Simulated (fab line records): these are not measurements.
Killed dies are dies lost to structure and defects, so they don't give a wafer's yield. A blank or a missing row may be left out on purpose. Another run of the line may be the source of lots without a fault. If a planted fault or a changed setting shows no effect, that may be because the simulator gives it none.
Split-lot study || flow n5Finfet || 21 wafers read from 7 lots, route of 1938 steps

## THE SPLIT
At N5_BEOL_M6_ETCH_66 (etches SOC in N2/H2, target depth 80 nm, overetch 16 nm, time 120 s), the setting sourceW was moved away from the recipe's 840 W on 8 of the 21 wafers read, by -11.8% to +16.5%. The other wafers ran this setting at the recipe's value.

Reading taken at the split's own step.

## THE READING
rfVppV, in V, at N5_BEOL_M6_ETCH_66 (etches SOC in N2/H2, target depth 80 nm, overetch 16 nm, time 120 s). On this fab line, fault-free wafers typically give 523.1 V with a standard deviation of 2.3 V.

{"wafer": "L077.4", "tool, chamber at the split": "rieDiel-01, 3", "sourceW as run, W": 969, "against the recipe": "+15.4%", "rfVppV, V": 495.5, "against lot-mates on the recipe": "no lot-mate on the recipe"}
{"wafer": "L077.5", "tool, chamber at the split": "rieDiel-01, 2", "sourceW as run, W": 969, "against the recipe": "+15.4%", "rfVppV, V": 503.2, "against lot-mates on the recipe": "no lot-mate on the recipe"}
{"wafer": "L077.6", "tool, chamber at the split": "rieDiel-01, 3", "sourceW as run, W": 969, "against the recipe": "+15.4%", "rfVppV, V": 494.5, "against lot-mates on the recipe": "no lot-mate on the recipe"}
{"wafer": "L082.3", "tool, chamber at the split": "rieDiel-05, 1", "sourceW as run, W": 840, "against the recipe": "recipe", "rfVppV, V": 522.4, "against lot-mates on the recipe": "-"}
{"wafer": "L082.4", "tool, chamber at the split": "rieDiel-05, 0", "sourceW as run, W": 840, "against the recipe": "recipe", "rfVppV, V": 524.0, "against lot-mates on the recipe": "-"}
{"wafer": "L082.5", "tool, chamber at the split": "rieDiel-05, 3", "sourceW as run, W": 759.1, "against the recipe": "-9.6%", "rfVppV, V": 540.8, "against lot-mates on the recipe": "+17.6"}
{"wafer": "L084.2", "tool, chamber at the split": "rieDiel-03, 3", "sourceW as run, W": 840, "against the recipe": "recipe", "rfVppV, V": 524.6, "against lot-mates on the recipe": "-"}
{"wafer": "L084.4", "tool, chamber at the split": "rieDiel-03, 1", "sourceW as run, W": 740.5, "against the recipe": "-11.8%", "rfVppV, V": 548.6, "against lot-mates on the recipe": "+23.4"}
{"wafer": "L084.5", "tool, chamber at the split": "rieDiel-03, 3", "sourceW as run, W": 840, "against the recipe": "recipe", "rfVppV, V": 525.7, "against lot-mates on the recipe": "-"}
{"wafer": "L089.2", "tool, chamber at the split": "rieDiel-05, 1", "sourceW as run, W": 840, "against the recipe": "recipe", "rfVppV, V": 521.9, "against lot-mates on the recipe": "-"}
{"wafer": "L089.4", "tool, chamber at the split": "rieDiel-05, 3", "sourceW as run, W": 840, "against the recipe": "recipe", "rfVppV, V": 523.1, "against lot-mates on the recipe": "-"}
{"wafer": "L089.6", "tool, chamber at the split": "rieDiel-05, 2", "sourceW as run, W": 840, "against the recipe": "recipe", "rfVppV, V": 526.4, "against lot-mates on the recipe": "-"}
{"wafer": "L093.1", "tool, chamber at the split": "rieDiel-03, 2", "sourceW as run, W": 840, "against the recipe": "recipe", "rfVppV, V": 525.6, "against lot-mates on the recipe": "-"}
{"wafer": "L093.2", "tool, chamber at the split": "rieDiel-03, 3", "sourceW as run, W": 978.2, "against the recipe": "+16.5%", "rfVppV, V": 498.1, "against lot-mates on the recipe": -27.5}
{"wafer": "L093.4", "tool, chamber at the split": "rieDiel-03, 0", "sourceW as run, W": 978.2, "against the recipe": "+16.5%", "rfVppV, V": 495.4, "against lot-mates on the recipe": -30.2}
{"wafer": "L097.1", "tool, chamber at the split": "rieDiel-03, 1", "sourceW as run, W": 840, "against the recipe": "recipe", "rfVppV, V": 523.1, "against lot-mates on the recipe": "-"}
{"wafer": "L097.2", "tool, chamber at the split": "rieDiel-03, 3", "sourceW as run, W": 840, "against the recipe": "recipe", "rfVppV, V": 525.7, "against lot-mates on the recipe": "-"}
{"wafer": "L097.5", "tool, chamber at the split": "rieDiel-03, 3", "sourceW as run, W": 840, "against the recipe": "recipe", "rfVppV, V": 526.0, "against lot-mates on the recipe": "-"}
{"wafer": "L096.2", "tool, chamber at the split": "rieDiel-05, 0", "sourceW as run, W": 840, "against the recipe": "recipe", "rfVppV, V": 524.6, "against lot-mates on the recipe": "-"}
{"wafer": "L096.5", "tool, chamber at the split": "rieDiel-05, 3", "sourceW as run, W": 840, "against the recipe": "recipe", "rfVppV, V": 522.3, "against lot-mates on the recipe": "-"}
{"wafer": "L096.6", "tool, chamber at the split": "rieDiel-05, 0", "sourceW as run, W": 945.1, "against the recipe": "+12.5%", "rfVppV, V": 504.2, "against lot-mates on the recipe": -19.3}

THE FIT
A straight line over all 21 wafers: rfVppV changes by -1.74 V for each +1% of sourceW; r = -0.99; the points scatter about the line by 2.2 V.
The same after taking each lot's own level away (the mean of its wafers on the recipe; 18 wafers): -1.77 V for each +1%; r = -0.99; scatter 1.5 V.
Per that fit: largest sourceW move, reading shift of 29 V.
From 523.20 to 525.60 V: that is the span of the lots' own levels, equal to 1.0 times the standard deviation above.
So the lot-to-lot level changes the slope little: the two slopes agree.
Check: with one of the wafers moved furthest among these (+16.5%) left out of the fit, the line predicts -29.3 V for it against its lot-mates. It came out at -27.5 V against them.
Tool readings at the split's step, against how far the setting was moved: rfVppV r = -0.99.

## OTHER SPLITS APPLIED TO THESE WAFERS
Other splits were also applied to these wafers ahead of the reading. Each is held against what the fit with the lots' levels taken away leaves over:
{"other split on the same wafers": "N5_BEOL_M4_COAT_05 spinRpm", "wafers away from the commonest value": 3, "r with rfVppV (lot level and that fit taken away)": "+0.03"}
{"other split on the same wafers": "N5_BEOL_M4_DESCUM_16 timeS", "wafers away from the commonest value": 5, "r with rfVppV (lot level and that fit taken away)": -0.14}
{"other split on the same wafers": "N5_BEOL_M5_ILD_DEP_00 timeS", "wafers away from the commonest value": 4, "r with rfVppV (lot level and that fit taken away)": "+0.32"}
{"other split on the same wafers": "N5_BEOL_M5_ETCH_72 biasW", "wafers away from the commonest value": 7, "r with rfVppV (lot level and that fit taken away)": "+0.21"}
{"other split on the same wafers": "N5_BEOL_M5_COAT_74 spinRpm", "wafers away from the commonest value": 6, "r with rfVppV (lot level and that fit taken away)": "+0.03"}

## THE WHOLE CHAIN: every reading that the file lists as answering this split, in the file's order
{"step": "N5_BEOL_M6_ETCH_66", "what it does": "etches SOC in N2/H2, target depth 80 nm, overetch 16 nm, time 120 s", "reading": "rfVppV", "change (the file's fit)": "-1.76 V for each +1% of the setting", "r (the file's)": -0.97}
{"step": "N5_BEOL_M6_ETCH_66", "what it does": "etches SOC in N2/H2, target depth 80 nm, overetch 16 nm, time 120 s", "reading": "SiARC_of_BEOL_M6_COAT_64.thkNm (the simulator's own value, which no gauge read)", "change (the file's fit)": "-0.0397 nm for each +1% of the setting", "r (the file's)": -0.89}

## FILE'S OWN FIT
rfVppV changes by -1.76 V for each +1% of sourceW, r = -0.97.
